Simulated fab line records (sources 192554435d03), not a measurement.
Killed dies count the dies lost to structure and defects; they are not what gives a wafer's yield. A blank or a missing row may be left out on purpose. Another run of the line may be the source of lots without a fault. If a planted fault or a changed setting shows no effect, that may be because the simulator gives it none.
The tool behind it: which one?    flow n5 finfet    Sampling: 11 lots, 33 wafers, 4 of 1938 route steps

WHAT THE GAUGES SHOWED, per wafer
N5_BEOL_M1_THK_MEAS_01.
lot   measured      on             M1_ILD_THK (nm)
L075  day 6 05:13   film metro-01  77.9 77.3 80.0
L077  day 6 16:33   film metro-01  79.0 78.7 80.6
L080  day 7 12:01   film metro-02  77.0 77.9 78.8
L082  day 7 22:29   film metro-01  79.2 79.2 80.4
L084  day 8 09:07   film metro-02  78.8 79.3 79.9
L086  day 9 02:07   film metro-01  78.2 78.6 79.8
L089  day 10 01:08  film metro-02  79.3 80.4 79.8
L092  day 10 16:02  film metro-01  77.9 78.1 80.2
L093  day 10 15:37  film metro-01  79.7 80.4 79.7
L095  day 11 07:05  film metro-01  78.2 77.4 79.1
L097  day 11 18:20  film metro-02  78.6 80.3 80.1

WHICH TOOL RAN EACH LOT (tool, then ch and the chambers of the sampled wafers, then the start)
lot   N5_BEOL_M0_CUTY_ETCH_62             N5_BEOL_M0_SPUTTER_116        N5_BEOL_M0_SPUTTER_132
L075  rie diel-01 ch 0,1,2, day 5 22:33   pvd sputter-03, day 6 02:52   pvd sputter-03, day 6 02:59
L077  rie diel-01 ch 1,2,3, day 6 10:27   pvd sputter-01, day 6 14:01   pvd sputter-01, day 6 14:08
L080  rie diel-02 ch 0,2,3, day 7 07:44   pvd sputter-02, day 7 10:28   pvd sputter-02, day 7 10:35
L082  rie diel-04 ch 0,2,3, day 7 15:59   pvd sputter-02, day 7 20:32   pvd sputter-02, day 7 20:39
L084  rie diel-02 ch 0,1,3, day 8 02:39   pvd sputter-02, day 8 07:35   pvd sputter-02, day 8 07:42
L086  rie diel-04 ch 1,2,3, day 8 22:22   pvd sputter-01, day 9 00:33   pvd sputter-01, day 9 00:40
L089  rie diel-02 ch 0,1,2, day 9 17:26   pvd sputter-03, day 9 23:21   pvd sputter-03, day 9 23:28
L092  rie diel-01 ch 0,1,2, day 10 07:02  pvd sputter-01, day 10 14:26  pvd sputter-01, day 10 14:33
L093  rie diel-04 ch 0,1, day 10 10:44    pvd sputter-01, day 10 13:59  pvd sputter-01, day 10 14:07
L095  rie diel-02 ch 0,3, day 11 00:23    pvd sputter-03, day 11 05:05  pvd sputter-03, day 11 05:12
L097  rie diel-02 ch 0,1,2, day 11 11:18  pvd sputter-02, day 11 16:16  pvd sputter-02, day 11 16:23
- N5_BEOL_M0_CUTY_ETCH_62: etches SiARC in CF4, time 58.5 s.
- N5_BEOL_M0_SPUTTER_116: material Cu, target thk 4 nm, time 7.37 s.
- N5_BEOL_M0_SPUTTER_132: material Cu, target thk 4 nm, time 7.37 s.

THE ANSWER, worked out from the rows above alone
Rule: the lots themselves supply what counts as usual. Put in order of their means at a reading, lots are off if they are a third of the lots or fewer, leave a main group of 4 or more, and stand apart from it by a gap of 3 or more times the standard deviation of the main group's means; of several such gaps the widest counts. Not used: any main group whose means are identical at the precision the tables above print for the reading. Also off: a lot with no number at a reading for which 4 or more lots have one. The other lots that the step has rows for count as sound.
Nothing can be told from this: no lot is off at any reading shown.

WHAT THE SIMULATOR HAD PUT IN
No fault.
